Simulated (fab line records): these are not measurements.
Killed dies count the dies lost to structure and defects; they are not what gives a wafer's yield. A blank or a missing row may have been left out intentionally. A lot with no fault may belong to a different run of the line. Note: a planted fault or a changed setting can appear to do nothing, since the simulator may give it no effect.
Which tool was responsible?    flow n5_finfet    33 wafers from 11 lots sampled at 3 of the route's 1938 steps

== WHAT EACH GAUGE READ, for each wafer ==
N5_MIM_TOP_LITHO_OVL_MEAS_11. Usual: MIM_TOP_OVL 0 nm, standard deviation 6.1.
lot   measured      on          MIM_TOP_OVL (nm)  flag
L548  day 11 13:55  overlay-02  -9 -2 -11         
L550  day 12 12:03  overlay-01  1 -9 3            
L553  day 13 10:43  overlay-01  -4 -4 -4          
L555  day 13 16:49  overlay-02  -10 -2 -6         
L556  day 13 23:17  overlay-01  10 7 3            
L560  day 15 06:41  overlay-01  2 -2 -4           
L564  day 15 20:28  overlay-02  -3 9 -1           
L563  day 16 08:58  overlay-02  2 1 -4            
L566  day 16 13:03  overlay-01  1 2 -5            
L568  day 17 02:59  overlay-02  -8 -12 -4         
L570  day 17 18:25  overlay-01  5 -1 -2           

== WHICH TOOL RAN EACH LOT (tool, then ch and the chambers of the sampled wafers, then the start) ==
lot   N5_BEOL_M15_SPUTTER_44        N5_PASSIVATION_PECVD_00
L548  pvd_sputter-01, day 11 08:03  pecvd-01 ch 0,2, day 11 10:14
L550  pvd_sputter-03, day 12 07:14  pecvd-03 ch 0,1, day 12 09:25
L553  pvd_sputter-01, day 13 04:47  pecvd-03 ch 0,1,2, day 13 06:58
L555  pvd_sputter-03, day 13 10:01  pecvd-04 ch 0,1,2, day 13 12:59
L556  pvd_sputter-01, day 13 16:56  pecvd-03 ch 1,2, day 13 19:38
L560  pvd_sputter-03, day 15 01:45  pecvd-03 ch 0,1,2, day 15 03:57
L564  pvd_sputter-03, day 15 14:17  pecvd-04 ch 0,2, day 15 17:04
L563  pvd_sputter-01, day 16 04:19  pecvd-04 ch 0,2, day 16 06:30
L566  pvd_sputter-03, day 16 09:13  pecvd-03 ch 0,1, day 16 11:25
L568  pvd_sputter-03, day 16 20:28  pecvd-04 ch 0,1, day 16 22:55
L570  pvd_sputter-02, day 17 13:58  pecvd-01 ch 0,1,2, day 17 16:12
- N5_BEOL_M15_SPUTTER_44: material Ta, target thk 15 nm, time 24.19 s.
- N5_PASSIVATION_PECVD_00: deposits SiO2 from SiH4/N2O, target thk 200 nm, time 11.2 s.

== AS READ BY THE TOOLS THEMSELVES (means over the sampled wafers that have a number; for cases with no such wafer, the mark the record gives instead) ==
N5_BEOL_M15_SPUTTER_44. Usual: chamber_pressure_pa 0.07001 Pa, standard deviation 0.00014; throttle_valve_pct 30.3 %, standard deviation 0.44.
lot   tool            chamber_pressure_pa (Pa)  throttle_valve_pct (%)  flag
L548  pvd_sputter-01  0.07011                   30.3                    
L550  pvd_sputter-03  0.07009                   30.0                    
L553  pvd_sputter-01  0.06999                   29.7                    
L555  pvd_sputter-03  0.07030                   30.5                    
L556  pvd_sputter-01  0.07005                   30.3                    
L560  pvd_sputter-03  0.06993                   29.9                    
L564  pvd_sputter-03  0.06998                   30.1                    
L563  pvd_sputter-01  0.06999                   30.2                    
L566  pvd_sputter-03  0.06998                   30.5                    
L568  pvd_sputter-03  0.06980                   30.4                    
L570  pvd_sputter-02  0.06991                   30.7                    

N5_PASSIVATION_PECVD_00. Usual: heater_power_outer_w 376 W, standard deviation 53; heater_power_w 660 W, standard deviation 84; showerhead_plenum_p_Torr 8.22 Torr, standard deviation 0.076; throttle_valve_pct 50 %, standard deviation 3.
lot   tool      heater_power_outer_w (W)  heater_power_w (W)  showerhead_plenum_p_Torr (Torr)  throttle_valve_pct (%)  flag
L548  pecvd-01  405                       734                 8.15                             54                      
L550  pecvd-03  332                       599                 8.27                             50                      
L553  pecvd-03  338                       611                 8.25                             49                      
L555  pecvd-04  373                       639                 8.19                             52                      
L556  pecvd-03  381                       714                 8.26                             49                      
L560  pecvd-03  393                       690                 8.25                             49                      
L564  pecvd-04  426                       718                 8.21                             51                      
L563  pecvd-04  412                       691                 8.20                             51                      
L566  pecvd-03  350                       634                 8.26                             50                      
L568  pecvd-04  352                       602                 8.20                             49                      
L570  pecvd-01  321                       597                 8.13                             52                      

== THE ANSWER, worked out from the rows above alone ==
Rule: take the mean of a lot's wafers that have a number; if it is more than 3 standard deviations from the usual mean, the lot is off. A lot without any number at a reading at which 4 lots or more have one is off too. Where the step has rows for the other lots, those lots are counted as sound. After the gauges, taken in route order, come the tools' own readings; for these a lot's mean is taken, as printed above. The first step at which some lot is off is used, and at that step the reading that is off furthest; a lot without a number counts as furthest.
No lot is off at any reading shown: from this, nothing can be told.

== WHAT THE SIMULATOR HAD PUT IN ==
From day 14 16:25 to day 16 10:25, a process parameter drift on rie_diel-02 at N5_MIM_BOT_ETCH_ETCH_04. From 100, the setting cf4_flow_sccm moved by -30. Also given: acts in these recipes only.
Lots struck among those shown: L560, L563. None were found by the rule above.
